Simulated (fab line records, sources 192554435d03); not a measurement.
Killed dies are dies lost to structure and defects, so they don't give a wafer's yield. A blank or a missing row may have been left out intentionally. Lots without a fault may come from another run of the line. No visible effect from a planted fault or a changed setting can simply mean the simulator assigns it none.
fab line records	flow n5-finfet	part 1 of 2: steps 1 to 4 of 6
record: lots: 23	wafers: 69	last-day: 18
route steps=1938 shown FIN_SAQP@136 FIN_CUT@166 STI_FIN_REVEAL@208 DUMMY_GATE@214 SD_EPI_N@273
lots untouched by any fault: they come from a run of this same line in which no faults occurred
start-h: start of the lot's first displayed wafer, in hours after the record's first day	wait-h: hours since the lot's step before	" unchanged from the row above	L1.1+2: one row covering several wafers at once	- no value, or no start given	* or withheld: withheld	< > ~ a bound
route shown NAME@n: a module of which the file shows steps, and the number in the route of the first	usual: average and standard deviation across the fault-free wafers	same: alike in all rows	chamber/n: place in a boat	sites: each site's reading	_std_site: standard deviation of those values	_edge_site: mean of outer sites minus mean of inner sites	radius-mm: how far each site lies from the wafer's centre	mask NAME#n: copy n	behind: the tool/chamber that last shaped the wafer	hold: reason for holding the lot/hours on hold/outcome of the hold	device: names the non-switching transistor (n, p or np)	end of line: the same wafers' tests at the end of the route	step lacking rows: just its recipe	killed: the dies lost at the first sort to structure and to defects; this is not the yield of the wafer	map: shows each die of a wafer: x if killed, . if not, _ if none is there
set.NAME: the setting as run; set.NAME@STEP: as run at that earlier step	model.NAME: the simulator's own value behind a step, which no gauge read
the route's steps for a sample of lots (tables are steps, rows are wafers)
services: from which hour (start-h, from the record's first day; less than 0 if before it) a tool's chamber was out of use, for how many hours, and why
== steps ==
step: N5_FIN_SAQP_STRIP_70
recipe: chemistry: N2/H2	power-w: 500	temp-c: 40	pressure-mtorr: 50	rf-frequency-hz: 6e+07	overash-fraction: 0.3	bias-power-w: 28	h2-frac: 0.5	n2-flow-sccm: 300	h2-flow-sccm: 300
usual: drypump-motor-current-A: 5.6/0.43	oes-product-au: 0.82/0.094	power-w: 500.0/1.3	rf-vpp-V: 122.0/1.1	showerhead-plenum-p-Torr: 3.37/0.099	throttle-valve-pct: 18.9/0.38
lot.wafer	tool	chamber	start-h	wait-h	drypump-motor-current-A	oes-product-au	power-w	rf-hours-counter-h	rf-vpp-V	showerhead-plenum-p-Torr	throttle-valve-pct
L074.1	rie-diel-04	3	24.99	0.0	5.1	0.90	500.5	40	122.0	3.28	18.7
L074.3	"	0	"	"	6.0	0.85	499.5	67	123.4	3.28	18.5
L074.4	"	3	"	"	5.2	0.90	501.6	-	120.5	3.28	18.7
L075.1	rie-diel-06	0	32.50	0.0	5.2	0.77	500.3	147	122.9	3.49	18.4
L075.4	"	1	"	"	6.4	0.70	500.6	229	122.2	3.19	18.9
L075.6	"	3	"	"	5.1	0.68	499.7	-	122.0	3.31	19.5
L076.4	rie-diel-01	0	36.73	0.0	5.2	0.90	498.1	-	122.3	3.56	18.9
L076.5	"	1	"	"	5.3	0.74	499.6	-	120.9	3.32	19.3
L076.6	"	3	"	"	6.2	0.73	498.0	-	121.9	3.36	19.9
L077.3	rie-diel-04	2	42.78	0.0	6.0	0.75	500.2	141	121.9	3.37	18.6
L077.5	"	3	"	"	5.2	0.88	499.8	-	121.3	3.28	18.7
L077.6	"	2	"	"	6.0	0.74	499.3	-	119.7	3.37	18.7
L078.1	rie-diel-04	2	49.57	0.0	6.0	0.75	500.6	144	122.3	3.37	18.7
L078.2	"	0	"	"	6.0	0.83	501.5	75	122.8	3.27	18.5
L078.3	"	1	"	"	5.9	0.71	501.5	198	122.3	3.49	19.5
L079.2	rie-diel-06	1	55.25	0.0	6.4	0.69	498.9	239	121.4	3.19	18.9
L079.4	"	2	"	"	5.8	0.92	498.9	18	121.1	3.43	18.8
L079.5	"	3	"	"	5.1	1.01	500.3	-	122.4	3.31	19.0
L080.1	rie-diel-04	3	62.46	0.0	5.2	0.87	500.2	54	121.4	3.27	18.7
L080.4	"	0	"	"	6.0	0.82	497.7	81	119.8	3.27	18.5
L080.5	"	1	"	"	5.9	0.70	501.5	-	123.1	3.49	19.5
L081.1	rie-diel-04	1	66.87	0.0	5.8	0.70	499.0	203	122.0	3.48	19.5
L081.2	"	3	"	"	5.2	0.86	500.2	55	122.8	3.27	18.7
L081.6	"	1	"	"	5.8	0.69	501.2	-	121.7	3.48	19.5
L082.1	rie-diel-04	1	72.85	0.0	5.9	0.70	500.4	205	123.4	3.48	19.5
L082.3	"	0	"	"	6.0	0.83	498.3	84	122.0	3.27	18.5
L082.4	"	3	"	"	5.2	0.86	502.7	56	121.9	3.27	18.7
L083.3	rie-diel-04	0	79.12	0.0	6.0	0.82	500.0	85	121.1	3.27	18.5
L083.5	"	3	"	"	5.2	0.87	498.9	-	122.0	3.27	18.7
L083.6	"	2	"	"	6.0	0.73	498.8	-	119.7	3.36	18.7
L084.1	rie-diel-06	2	85.32	0.0	5.8	0.90	499.1	29	121.1	3.42	18.8
L084.2	"	1	"	"	6.4	0.68	501.2	248	119.9	3.18	18.9
L084.5	"	3	"	"	5.1	0.98	501.5	-	122.6	3.30	19.1
L085.2	rie-diel-06	3	91.15	0.0	5.1	0.96	499.2	15	122.9	3.30	19.1
L085.4	"	2	"	"	5.8	0.89	501.5	-	121.7	3.42	18.8
L085.6	"	0	"	"	5.2	0.75	501.2	-	122.2	3.48	18.4
L086.3	rie-diel-06	3	96.84	0.0	5.0	0.96	501.2	17	122.7	3.30	19.1
L086.4	"	3	"	"	5.1	0.95	498.7	-	121.7	3.30	19.1
L086.6	"	0	"	"	5.2	0.74	503.0	-	122.8	3.48	18.5
L087.2	rie-diel-06	2	105.35	0.0	5.8	0.89	498.8	38	122.1	3.42	18.8
L087.4	"	0	"	"	5.2	0.74	500.9	-	124.2	3.47	18.5
L087.6	"	3	"	"	5.1	0.96	500.4	-	120.8	3.30	19.1
L089.1	rie-diel-06	3	115.36	0.0	5.0	0.94	498.6	25	123.2	3.29	19.1
L089.3	"	2	"	"	5.8	0.88	503.1	41	122.0	3.42	18.8
L089.6	"	0	"	"	5.2	0.74	499.5	-	123.1	3.47	18.5
L090.2	rie-diel-06	0	120.37	0.0	5.2	0.74	499.7	182	122.0	3.47	18.5
L090.3	"	1	"	"	6.4	0.95	500.8	3	124.3	3.59	18.5
L090.5	"	2	"	"	5.8	0.88	500.1	-	120.0	3.42	18.8
L091.3	rie-diel-01	2	126.43	0.0	5.6	0.90	498.8	34	122.3	3.27	18.4
L091.4	"	3	"	"	6.2	0.71	498.9	231	123.5	3.34	20.0
L091.6	"	2	"	"	5.6	0.90	498.5	-	120.9	3.27	18.4
L092.2	rie-diel-04	1	133.90	0.0	5.8	0.68	498.6	227	124.0	3.47	19.5
L092.3	"	0	"	"	6.0	0.80	500.0	105	120.6	3.26	18.6
L092.5	"	1	"	"	5.9	0.67	501.2	-	124.6	3.47	19.5
L093.2	rie-diel-06	0	140.65	0.0	5.2	0.72	500.6	190	123.2	3.47	18.5
L093.5	"	3	"	"	5.0	0.92	500.7	-	120.7	3.29	19.1
L093.6	"	2	"	"	5.8	0.87	499.7	-	124.0	3.41	18.8
L094.2	rie-diel-04	1	145.67	0.0	5.8	0.68	500.2	231	121.7	3.47	19.5
L094.4	"	0	"	"	5.9	0.79	500.7	108	119.9	3.25	18.6
L094.5	"	1	"	"	5.8	0.68	501.2	-	120.5	3.47	19.5
L095.1	rie-diel-06	2	152.41	0.0	5.8	0.86	500.1	56	121.8	3.41	18.9
L095.2	"	3	"	"	5.1	0.91	500.4	41	122.9	3.29	19.1
L095.3	"	1	"	"	6.4	0.90	498.4	16	121.4	3.58	18.5
L096.3	rie-diel-04	1	158.61	0.0	5.8	0.66	498.6	237	120.0	3.47	19.5
L096.5	"	1	"	"	5.9	0.67	502.9	-	122.3	3.47	19.6
L096.6	"	0	"	"	6.0	0.78	500.1	-	121.0	3.25	18.6
L097.1	rie-diel-01	0	162.82	0.0	5.2	0.83	501.6	64	123.2	3.54	19.0
L097.3	"	3	"	"	6.1	0.69	499.2	244	121.3	3.33	20.0
L097.4	"	1	"	"	5.3	0.71	501.5	248	122.1	3.30	19.3
step: N5_FIN_CUT_DESCUM_13
recipe: chemistry: O2	time-s: 7	source-power-w: 50	bias-power-w: 20	pressure-mtorr: 20	rf-frequency-hz: 2.712e+07	temp-c: 40	resist: CAR-EUV	o2-flow-sccm: 225
usual: drypump-motor-current-A: 5.8/0.58	oes-product-au: 0.75/0.059	rf-vpp-V: 243.5/1.3	showerhead-plenum-p-Torr: 2.12/0.059	throttle-valve-pct: 20.49/0.22
lot.wafer	tool	chamber	start-h	wait-h	drypump-motor-current-A	oes-product-au	rf-hours-counter-h	rf-vpp-V	showerhead-plenum-p-Torr	throttle-valve-pct
L074.1	rie-diel-05	0	26.97	0.0	6.6	0.81	106	242.4	2.05	20.13
L074.3	"	3	"	"	5.8	0.75	127	245.3	2.17	20.55
L074.4	"	2	"	"	6.6	0.80	107	243.2	2.13	20.54
L075.1	rie-diel-05	1	34.63	0.3	5.3	0.74	197	243.7	2.16	20.44
L075.4	"	2	"	"	6.6	0.79	108	242.4	2.13	20.52
L075.6	"	2	"	"	6.6	0.80	-	242.2	2.13	20.54
L076.4	rie-diel-03	2	38.45	0.0	6.0	0.71	221	243.7	2.14	20.66
L076.5	"	3	"	"	4.9	0.77	-	244.9	2.20	20.45
L076.6	"	2	"	"	6.0	0.71	-	243.6	2.14	20.64
L077.3	rie-diel-05	0	44.60	0.0	6.6	0.80	111	242.4	2.04	20.14
L077.5	"	2	"	"	6.6	0.80	-	244.8	2.13	20.56
L077.6	"	1	"	"	5.3	0.73	-	243.9	2.16	20.46
L078.1	rie-diel-05	3	51.30	0.0	5.8	0.75	134	246.2	2.16	20.53
L078.2	"	2	"	"	6.6	0.79	114	243.5	2.13	20.56
L078.3	"	1	"	"	5.3	0.73	204	243.6	2.16	20.45
L079.2	rie-diel-05	3	57.39	0.2	5.8	0.73	137	244.6	2.16	20.56
L079.4	"	1	"	"	5.3	0.73	206	244.1	2.16	20.47
L079.5	"	2	"	"	6.6	0.78	-	242.7	2.13	20.55
L080.1	rie-diel-05	2	64.42	0.2	6.6	0.79	120	241.9	2.13	20.56
L080.4	"	3	"	"	5.8	0.75	139	244.7	2.16	20.56
L080.5	"	0	"	"	6.6	0.80	-	242.1	2.04	20.15
L081.1	rie-diel-05	1	68.61	0.0	5.3	0.72	210	244.6	2.16	20.46
L081.2	"	3	"	"	5.8	0.73	140	244.8	2.16	20.56
L081.6	"	0	"	"	6.6	0.81	-	241.1	2.04	20.14
L082.1	rie-diel-03	3	74.60	0.0	4.8	0.76	136	245.0	2.19	20.46
L082.3	"	2	"	"	6.0	0.69	231	243.9	2.14	20.67
L082.4	"	0	"	"	5.9	0.71	233	242.9	2.04	20.78
L083.3	rie-diel-02	0	81.15	0.0	5.2	0.72	199	243.5	2.13	20.10
L083.5	"	3	"	"	6.2	0.69	-	244.7	2.19	20.52
L083.6	"	2	"	"	5.9	0.71	-	242.0	1.99	20.28
L084.1	rie-diel-03	3	88.55	0.3	4.8	0.76	141	245.7	2.19	20.47
L084.2	"	2	"	"	6.0	0.68	236	245.9	2.13	20.68
L084.5	"	1	"	"	5.4	0.76	-	243.7	2.10	20.87
L085.2	rie-diel-05	1	93.65	0.0	5.3	0.72	218	242.8	2.16	20.48
L085.4	"	0	"	"	6.6	0.79	127	240.9	2.04	20.15
L085.6	"	1	"	"	5.3	0.72	-	243.7	2.16	20.49
L086.3	rie-diel-02	0	99.07	0.0	5.2	0.72	204	244.1	2.12	20.10
L086.4	"	2	"	"	5.9	0.71	215	241.8	1.99	20.31
L086.6	"	0	"	"	5.2	0.72	-	243.9	2.12	20.13
L087.2	rie-diel-05	2	107.26	0.0	6.6	0.78	132	242.1	2.12	20.58
L087.4	"	0	"	"	6.5	0.79	131	242.8	2.04	20.17
L087.6	"	0	"	"	6.6	0.79	-	243.1	2.04	20.17
L089.1	rie-diel-05	2	117.25	0.0	6.6	0.77	136	242.7	2.12	20.61
L089.3	"	1	"	"	5.3	0.72	226	244.4	2.15	20.48
L089.6	"	3	"	"	5.9	0.73	-	245.0	2.16	20.60
L090.2	rie-diel-03	2	122.57	0.0	6.0	0.69	246	244.1	2.13	20.69
L090.3	"	3	"	"	4.9	0.75	151	242.5	2.19	20.47
L090.5	"	3	"	"	4.8	0.75	-	244.7	2.19	20.46
L091.3	rie-diel-03	2	128.85	0.0	6.0	0.69	248	243.3	2.13	20.69
L091.4	"	1	"	"	5.4	0.76	157	243.5	2.10	20.87
L091.6	"	0	"	"	6.0	0.68	-	241.3	2.03	20.81
L092.2	rie-diel-05	2	135.92	0.1	6.6	0.76	142	243.9	2.12	20.58
L092.3	"	0	"	"	6.6	0.78	139	243.4	2.03	20.20
L092.5	"	1	"	"	5.3	0.71	-	243.7	2.15	20.51
L093.2	rie-diel-02	3	142.59	0.0	6.2	0.67	217	243.8	2.18	20.58
L093.5	"	1	"	"	6.3	0.84	-	244.4	2.14	20.11
L093.6	"	2	"	"	5.9	0.70	-	242.3	1.98	20.32
L094.2	rie-diel-02	1	148.30	0.3	6.3	0.85	53	243.2	2.14	20.12
L094.4	"	3	"	"	6.2	0.68	218	242.5	2.18	20.56
L094.5	"	2	"	"	5.9	0.70	-	240.5	1.98	20.32
L095.1	rie-diel-03	1	154.30	0.0	5.3	0.75	168	244.4	2.10	20.91
L095.2	"	3	"	"	4.8	0.73	164	245.9	2.18	20.49
L095.3	"	0	"	"	5.9	1.01	2	243.1	2.03	20.25
L096.3	rie-diel-05	1	160.51	0.0	5.3	0.70	240	245.3	2.15	20.50
L096.5	"	3	"	"	5.8	0.71	-	244.4	2.15	20.59
L096.6	"	2	"	"	6.6	0.75	-	243.5	2.12	20.60
L097.1	rie-diel-03	1	164.75	0.0	5.3	0.76	172	242.5	2.09	20.91
L097.3	"	3	"	"	4.8	0.73	169	245.6	2.18	20.51
L097.4	"	3	"	"	4.8	0.73	-	244.8	2.18	20.53
step: N5_FIN_CUT_CUT_ETCH_28
recipe: chemistry: HBr/Cl2/O2	target: Si	target-depth-a: 60	mask-material: SOC	time-s: 2.4	ion-energy-ev: *	bias-w: *	pressure-mtorr: 10	icp-w: 800	HBr_flow_sccm: 150	Cl2_flow_sccm: 80	O2_flow_sccm: 12
usual: drypump-motor-current-A: 5.7/0.32	oes-product-au: 0.994/0.014	throttle-valve-pct: 37.1/0.62
lot.wafer	tool	chamber	start-h	wait-h	drypump-motor-current-A	oes-product-au	rf-hours-counter-h	throttle-valve-pct
L074.1	rie-si-05	2	27.65	0.0	5.8	0.991	106	38.2
L074.3	"	1	"	"	5.7	1.025	91	37.7
L074.4	"	0	"	"	6.0	0.970	-	38.2
L075.1	rie-si-04	0	35.32	0.0	5.8	1.007	75	36.1
L075.4	"	2	"	"	5.0	1.000	25	37.6
L075.6	"	1	"	"	5.8	0.973	-	36.9
L076.4	rie-si-04	3	39.14	0.0	5.4	1.000	4	36.3
L076.5	"	1	"	"	5.8	0.990	-	36.9
L076.6	"	0	"	"	5.8	0.995	-	36.1
L077.3	rie-si-04	1	45.29	0.0	5.8	0.979	7	36.9
L077.5	"	1	"	"	5.8	0.975	-	36.8
L077.6	"	2	"	"	5.0	1.005	-	37.6
L078.1	rie-si-05	1	52.00	0.0	5.7	1.015	92	37.7
L078.2	"	2	"	"	5.8	0.986	106	38.2
L078.3	"	3	"	"	5.1	1.020	7	36.9
L079.2	rie-si-06	3	58.08	0.0	5.8	0.990	85	37.4
L079.4	"	0	"	"	5.8	1.006	38	36.8
L079.5	"	0	"	"	5.8	1.005	-	36.8
L080.1	rie-si-06	0	65.24	0.0	5.8	1.004	39	36.8
L080.4	"	2	"	"	5.6	0.974	2	37.1
L080.5	"	2	"	"	5.6	0.982	-	37.1
L081.1	rie-si-04	0	69.29	0.0	5.7	1.013	75	36.1
L081.2	"	1	"	"	5.8	0.979	8	36.9
L081.6	"	1	"	"	5.8	0.982	-	36.9
L082.1	rie-si-05	1	75.29	0.0	5.7	1.014	92	37.7
L082.3	"	0	"	"	6.0	0.972	142	38.1
L082.4	"	2	"	"	5.8	0.987	107	38.3
L083.3	rie-si-04	0	81.84	0.0	5.8	1.006	76	36.1
L083.5	"	2	"	"	5.0	1.002	-	37.6
L083.6	"	1	"	"	5.8	0.980	-	36.9
L084.1	rie-si-06	0	90.47	0.0	5.8	1.007	39	36.8
L084.2	"	2	"	"	5.6	0.975	2	37.1
L084.5	"	2	"	"	5.6	0.973	-	37.1
L085.2	rie-si-06	2	94.34	0.0	5.6	0.993	2	37.1
L085.4	"	0	"	"	5.8	1.004	39	36.8
L085.6	"	3	"	"	5.8	0.989	-	37.4
L086.3	rie-si-06	1	100.60	0.0	6.1	0.990	68	37.4
L086.4	"	2	"	"	5.6	0.979	2	37.1
L086.6	"	1	"	"	6.1	0.987	-	37.4
L087.2	rie-si-04	1	107.97	0.0	5.8	0.972	8	36.9
L087.4	"	2	"	"	5.0	0.998	26	37.6
L087.6	"	2	"	"	5.0	0.990	-	37.6
L089.1	rie-si-06	1	117.93	0.0	6.0	0.992	69	37.4
L089.3	"	0	"	"	5.8	1.011	39	36.8
L089.6	"	3	"	"	5.8	0.998	-	37.4
L090.2	rie-si-06	3	123.25	0.0	5.8	0.992	86	37.4
L090.3	"	1	"	"	6.0	0.990	69	37.4
L090.5	"	2	"	"	5.7	0.987	-	37.1
L091.3	rie-si-04	2	129.54	0.0	5.0	0.999	27	37.6
L091.4	"	3	"	"	5.4	1.004	5	36.3
L091.6	"	1	"	"	5.8	0.972	-	36.8
L092.2	rie-si-04	3	136.61	0.0	5.4	1.008	5	36.3
L092.3	"	2	"	"	5.0	0.999	27	37.6
L092.5	"	0	"	"	5.8	1.013	-	36.1
L093.2	rie-si-04	3	143.27	0.0	5.4	1.005	6	36.3
L093.5	"	0	"	"	5.8	1.006	-	36.1
L093.6	"	3	"	"	5.5	1.004	-	36.3
L094.2	rie-si-06	0	148.98	0.0	5.8	1.010	40	36.8
L094.4	"	1	"	"	6.1	0.986	69	37.4
L094.5	"	0	"	"	5.8	1.008	-	36.8
L095.1	rie-si-04	3	154.99	0.0	5.4	1.001	6	36.3
L095.2	"	2	"	"	5.0	0.992	27	37.6
L095.3	"	0	"	"	5.8	1.003	77	36.1
L096.3	rie-si-05	2	161.19	0.0	5.8	0.991	108	38.2
L096.5	"	3	"	"	5.1	1.017	-	36.9
L096.6	"	0	"	"	6.0	0.972	-	38.2
L097.1	rie-si-05	3	165.43	0.0	5.1	1.019	9	36.9
L097.3	"	2	"	"	5.8	0.994	108	38.3
L097.4	"	0	"	"	6.0	0.972	144	38.2
step: N5_STI_FIN_REVEAL_FIN_H_MEAS_10
usual: trench-depth-nm: 52.2/0.87
lot.wafer	tool	chamber	start-h	wait-h	trench-depth-nm
L074.1	ocd-02	-	36.50	0.0	50.9
L074.3	"	-	"	"	50.8
L074.4	"	-	"	"	50.1
L075.1	ocd-02	-	45.25	0.0	52.3
L075.4	"	-	"	"	53.9
L075.6	"	-	"	"	52.0
L076.4	ocd-02	-	48.73	0.0	52.7
L076.5	"	-	"	"	52.7
L076.6	"	-	"	"	52.8
L077.3	ocd-02	-	54.95	0.0	52.4
L077.5	"	-	"	"	52.1
L077.6	"	-	"	"	53.1
L078.1	ocd-02	-	61.28	0.0	52.2
L078.2	"	-	"	"	52.2
L078.3	"	-	"	"	52.8
L079.2	ocd-02	-	67.14	0.0	52.5
L079.4	"	-	"	"	51.9
L079.5	"	-	"	"	54.6
L080.1	ocd-02	-	74.10	0.0	54.3
L080.4	"	-	"	"	53.2
L080.5	"	-	"	"	52.3
L081.1	ocd-02	-	78.74	0.0	52.6
L081.2	"	-	"	"	52.5
L081.6	"	-	"	"	51.2
L082.1	ocd-02	-	84.26	0.0	51.8
L082.3	"	-	"	"	51.5
L082.4	"	-	"	"	51.1
L083.3	ocd-02	-	91.45	0.0	52.3
L083.5	"	-	"	"	52.4
L083.6	"	-	"	"	52.2
L084.1	ocd-02	-	101.23	0.0	51.6
L084.2	"	-	"	"	53.2
L084.5	"	-	"	"	52.2
L085.2	ocd-02	-	103.76	0.0	52.8
L085.4	"	-	"	"	51.8
L085.6	"	-	"	"	52.9
L086.3	ocd-02	-	109.67	0.0	53.6
L086.4	"	-	"	"	53.5
L086.6	"	-	"	"	52.1
L087.2	ocd-02	-	117.60	0.0	52.2
L087.4	"	-	"	"	52.1
L087.6	"	-	"	"	52.5
L089.1	ocd-02	-	126.79	0.0	50.9
L089.3	"	-	"	"	51.8
L089.6	"	-	"	"	50.8
L090.2	ocd-02	-	132.18	0.0	52.7
L090.3	"	-	"	"	52.4
L090.5	"	-	"	"	51.5
L091.3	ocd-02	-	138.65	0.0	51.9
L091.4	"	-	"	"	52.3
L091.6	"	-	"	"	52.9
L092.2	ocd-02	-	145.89	0.0	51.9
L092.3	"	-	"	"	51.2
L092.5	"	-	"	"	51.5
L093.2	ocd-02	-	152.22	0.0	53.2
L093.5	"	-	"	"	51.5
L093.6	"	-	"	"	50.7
L094.2	ocd-02	-	158.00	0.0	52.1
L094.4	"	-	"	"	52.5
L094.5	"	-	"	"	53.0
L095.1	ocd-02	-	164.59	0.0	53.1
L095.2	"	-	"	"	52.3
L095.3	"	-	"	"	52.5
L096.3	ocd-02	-	170.28	0.0	51.9
L096.5	"	-	"	"	51.3
L096.6	"	-	"	"	52.2
L097.1	ocd-01	-	174.78	0.0	51.3
L097.3	"	-	"	"	51.0
L097.4	"	-	"	"	52.3
